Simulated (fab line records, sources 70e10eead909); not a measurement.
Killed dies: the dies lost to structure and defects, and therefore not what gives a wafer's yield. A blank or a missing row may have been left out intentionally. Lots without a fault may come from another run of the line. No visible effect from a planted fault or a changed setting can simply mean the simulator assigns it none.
Which tool did it? ; flow nand-harc ; Sampling: 23 lots, 69 wafers, 3 of 1159 route steps

== WHAT THE GAUGES SHOWED, per wafer ==
NHARC_A_CONTACT_OVL_MEAS_70. Usual: overlay-x-nm 0.2 nm, standard deviation 1; overlay-y-nm -0.2 nm, standard deviation 0.93.
lot;measured;on;overlay-x-nm (nm);overlay-y-nm (nm);flag
L075;day 16 18:46;overlay-02;1.1 0.5 0.5;0.2 0.7 0.1;
L078;day 17 02:13;overlay-02;-0.5 -0.1 -1.0;-0.3 -0.7 -0.4;
L077;day 17 03:53;overlay-02;1.2 1.5 1.2;-0.8 -1.0 -0.6;
L074;day 17 06:20;overlay-02;-0.6 -0.3 -0.2;0.9 1.0 0.8;
L079;day 17 08:33;overlay-02;-1.9 -1.9 -1.8;-0.9 -0.9 -1.1;
L076;day 17 11:06;overlay-01;-2.6 -2.3 -2.0;0.8 0.6 0.9;
L080;day 17 18:01;overlay-02;-0.1 0.2 0.1;1.6 2.2 2.1;
L081;day 18 03:22;overlay-02;-0.1 0.3 -0.3;-0.9 -1.6 -0.7;
L082;day 18 16:44;overlay-01;-1.1 -0.6 -0.8;-0.6 -0.7 -0.7;
L083;day 19 03:40;overlay-02;0.7 0.5 0.5;0.7 0.8 0.7;
L084;day 19 09:10;overlay-02;0.3 -0.1 -0.5;-0.5 -0.2 -0.6;
L085;day 19 08:51;overlay-01;0.1 0.1 0.0;-0.9 -1.1 -1.1;
L086;day 19 21:37;overlay-01;-0.2 -0.3 0.2;-1.5 -1.3 -1.8;
L088;day 20 00:46;overlay-01;1.3 1.6 1.1;-0.8 -0.7 -0.9;
L090;day 20 01:10;overlay-02;0.8 1.2 0.5;1.3 1.3 1.0;
L089;day 20 02:47;overlay-01;-0.6 -1.3 -1.3;-2.6 -2.3 -1.8;
L087;day 20 09:17;overlay-01;1.5 1.3 1.5;-0.1 0.5 0.2;
L091;day 20 16:04;overlay-02;-0.4 0.1 -0.3;0.1 -0.5 -0.5;
L092;day 21 07:40;overlay-01;1.8 1.5 1.8;0.3 0.4 0.3;
L093;day 21 08:02;overlay-02;0.9 0.7 1.1;-0.6 -0.9 -0.8;
L096;day 21 22:07;overlay-02;1.1 0.9 1.5;0.2 -0.2 -0.3;
L094;day 22 00:55;overlay-01;-0.2 0.0 -0.3;0.9 0.5 0.3;
L095;day 22 07:23;overlay-02;0.0 0.1 0.4;-0.1 0.0 0.3;

== WHAT TOOL EACH LOT RAN ON (gives the tool, then ch and the chambers of the sampled wafers, and finally the start) ==
lot;NHARC_A_CONTACT_ETCH_119;NHARC_A_CONTACT_ETCH_102
L075;har-cap-etch-03 ch 0,1, day 16 12:22;rie-diel-11 ch 1,2,3, day 16 13:49
L078;har-cap-etch-01 ch 0,1, day 16 19:10;rie-diel-11 ch 0,2, day 16 20:37
L077;har-cap-etch-03 ch 0,1, day 16 20:57;rie-diel-08 ch 1,3, day 16 22:38
L074;har-cap-etch-01 ch 0,1, day 17 00:35;rie-diel-08 ch 0,1,2, day 17 02:59
L079;har-cap-etch-03 ch 0,1, day 17 03:13;rie-diel-11 ch 0,3, day 17 05:21
L076;har-cap-etch-03 ch 0,1, day 17 06:21;rie-diel-10 ch 0,1,2, day 17 07:55
L080;har-cap-etch-02 ch 0,1, day 17 11:18;rie-diel-11 ch 2,3, day 17 12:59
L081;har-cap-etch-01 ch 0,1, day 17 22:00;rie-diel-08 ch 2,3, day 17 23:32
L082;har-cap-etch-01 ch 0, day 18 11:50;rie-diel-11 ch 0,1, day 18 13:19
L083;har-cap-etch-03 ch 0,1, day 18 22:18;rie-diel-10 ch 1,2,3, day 18 23:56
L084;har-cap-etch-02 ch 0,1, day 19 04:01;rie-diel-08 ch 0,1,2, day 19 05:48
L085;har-cap-etch-03 ch 0, day 19 04:14;rie-diel-08 ch 0,3, day 19 05:46
L086;har-cap-etch-03 ch 0,1, day 19 13:47;rie-diel-11 ch 0,2,3, day 19 15:20
L088;har-cap-etch-02 ch 0,1, day 19 15:40;rie-diel-08 ch 1,2, day 19 17:07
L090;har-cap-etch-03 ch 0,1, day 19 18:11;rie-diel-08 ch 0,2,3, day 19 19:40
L089;har-cap-etch-01 ch 1, day 19 20:53;rie-diel-10 ch 2,3, day 19 22:22
L087;har-cap-etch-03 ch 0,1, day 20 03:34;rie-diel-08 ch 1,2,3, day 20 05:06
L091;har-cap-etch-03 ch 0,1, day 20 11:17;rie-diel-08 ch 0,1,3, day 20 12:58
L092;har-cap-etch-03 ch 0,1, day 21 02:11;rie-diel-10 ch 0,1,3, day 21 03:46
L093;har-cap-etch-01 ch 0, day 21 02:39;rie-diel-11 ch 0,2,3, day 21 04:08
L096;har-cap-etch-01 ch 0,1, day 21 17:32;rie-diel-08 ch 0,2, day 21 18:58
L094;har-cap-etch-02 ch 0,1, day 21 19:41;rie-diel-08 ch 0,1,3, day 21 21:10
L095;har-cap-etch-01 ch 0,1, day 22 02:40;rie-diel-11 ch 0,1,3, day 22 04:08
- NHARC_A_CONTACT_ETCH_119: etches the open film in C4F8/O2/Ar, time 94 s, target depth 922 nm.
- NHARC_A_CONTACT_ETCH_102: etches the open film in CF4/O2, target depth 70 nm, overetch 7 nm, time 38.5 s.

== WHAT THE TOOLS THEMSELVES READ (means of the sampled wafers that have a number; where no wafer has one, the mark that the record gives instead) ==
NHARC_A_CONTACT_ETCH_119. Usual: chamber-pressure-mTorr 20.000 mTorr, standard deviation 0.017.
lot;tool;chamber-pressure-mTorr (mTorr);flag
L075;har-cap-etch-03;20.004;
L078;har-cap-etch-01;19.999;
L077;har-cap-etch-03;20.003;
L074;har-cap-etch-01;19.992;
L079;har-cap-etch-03;19.987;
L076;har-cap-etch-03;19.994;
L080;har-cap-etch-02;19.999;
L081;har-cap-etch-01;20.012;
L082;har-cap-etch-01;20.003;
L083;har-cap-etch-03;19.991;
L084;har-cap-etch-02;20.015;
L085;har-cap-etch-03;20.004;
L086;har-cap-etch-03;19.993;
L088;har-cap-etch-02;20.013;
L090;har-cap-etch-03;19.977;
L089;har-cap-etch-01;20.004;
L087;har-cap-etch-03;20.012;
L091;har-cap-etch-03;19.985;
L092;har-cap-etch-03;19.989;
L093;har-cap-etch-01;20.008;
L096;har-cap-etch-01;20.007;
L094;har-cap-etch-02;20.012;
L095;har-cap-etch-01;19.974;

NHARC_A_CONTACT_ETCH_102. Usual: cf4-flow-sccm 80.01 sccm, standard deviation 0.23; chamber-pressure-mTorr 30.005 mTorr, standard deviation 0.025; drypump-motor-current-A 5.9 A, standard deviation 0.4; mfc-ar-sccm 0.010 sccm, standard deviation 0.013; oes-product-au 1.002 a.u., standard deviation 0.0097; rf-vpp-V 197.5 V, standard deviation 1.4; showerhead-plenum-p-Torr 1.32 Torr, standard deviation 0.054; throttle-valve-pct 13.398 %, standard deviation 0.0088.
lot;tool;cf4-flow-sccm (sccm);chamber-pressure-mTorr (mTorr);drypump-motor-current-A (A);mfc-ar-sccm (sccm);oes-product-au (a.u.);rf-vpp-V (V);showerhead-plenum-p-Torr (Torr);throttle-valve-pct (%);flag
L075;rie-diel-11;79.85;29.972;6.2;0.001;1.001;198.2;1.34;13.393;
L078;rie-diel-11;80.10;29.999;6.1;0.009;1.010;197.0;1.31;13.399;
L077;rie-diel-08;80.05;30.020;5.9;0.016;1.020;198.8;1.35;13.400;
L074;rie-diel-08;80.09;29.997;6.0;0.005;1.014;197.5;1.32;13.395;
L079;rie-diel-11;79.94;29.992;6.4;0.011;0.996;197.3;1.32;13.393;
L076;rie-diel-10;79.86;30.003;5.4;0.021;0.995;197.7;1.31;13.399;
L080;rie-diel-11;80.14;30.014;6.4;0.002;1.001;198.2;1.35;13.396;
L081;rie-diel-08;80.06;30.011;5.7;0.008;0.993;196.7;1.27;13.403;
L082;rie-diel-11;80.02;30.008;6.1;0.009;1.000;198.7;1.36;13.397;
L083;rie-diel-10;80.03;30.021;5.4;0.021;1.000;197.8;1.32;13.402;
L084;rie-diel-08;80.13;29.986;6.0;0.005;1.007;197.4;1.32;13.399;
L085;rie-diel-08;80.11;30.028;5.6;0.021;1.009;197.2;1.33;13.400;
L086;rie-diel-11;79.97;30.016;6.2;0.010;1.013;198.8;1.37;13.410;
L088;rie-diel-08;80.09;29.996;6.0;0.000;1.002;197.6;1.29;13.391;
L090;rie-diel-08;79.95;29.996;5.7;0.013;1.004;195.8;1.30;13.401;
L089;rie-diel-10;79.84;30.027;5.3;0.013;0.995;198.6;1.35;13.405;
L087;rie-diel-08;80.02;29.982;5.9;0.008;1.013;197.7;1.32;13.393;
L091;rie-diel-08;79.80;30.007;6.0;0.013;1.003;197.6;1.35;13.397;
L092;rie-diel-10;79.90;30.034;5.5;0.014;0.989;196.8;1.30;13.388;
L093;rie-diel-11;80.14;30.000;6.2;0.010;1.000;199.4;1.37;13.403;
L096;rie-diel-08;80.21;30.009;5.8;0.005;0.988;196.6;1.27;13.391;
L094;rie-diel-08;79.91;30.000;5.9;0.013;1.006;198.0;1.35;13.399;
L095;rie-diel-11;80.11;30.019;6.3;0.010;1.002;198.5;1.36;13.393;

== THE ANSWER, worked out from the rows above alone ==
Rule: take the mean of a lot's wafers that have a number; if it is more than 3 standard deviations from the usual mean, the lot is off. A lot without any number at a reading at which 4 lots or more have one is off too. Any other lot the step has rows for is counted as sound. Order of review: gauges by route order, followed by the tools' own readings, for which a lot's mean as printed above is used. The first step at which some lot is off is used, and at that step the reading that is off furthest; a lot without a number counts as furthest.
Nothing can be told from this: no lot is off at any reading shown.

== WHAT HAD BEEN PUT IN BY THE SIMULATOR ==
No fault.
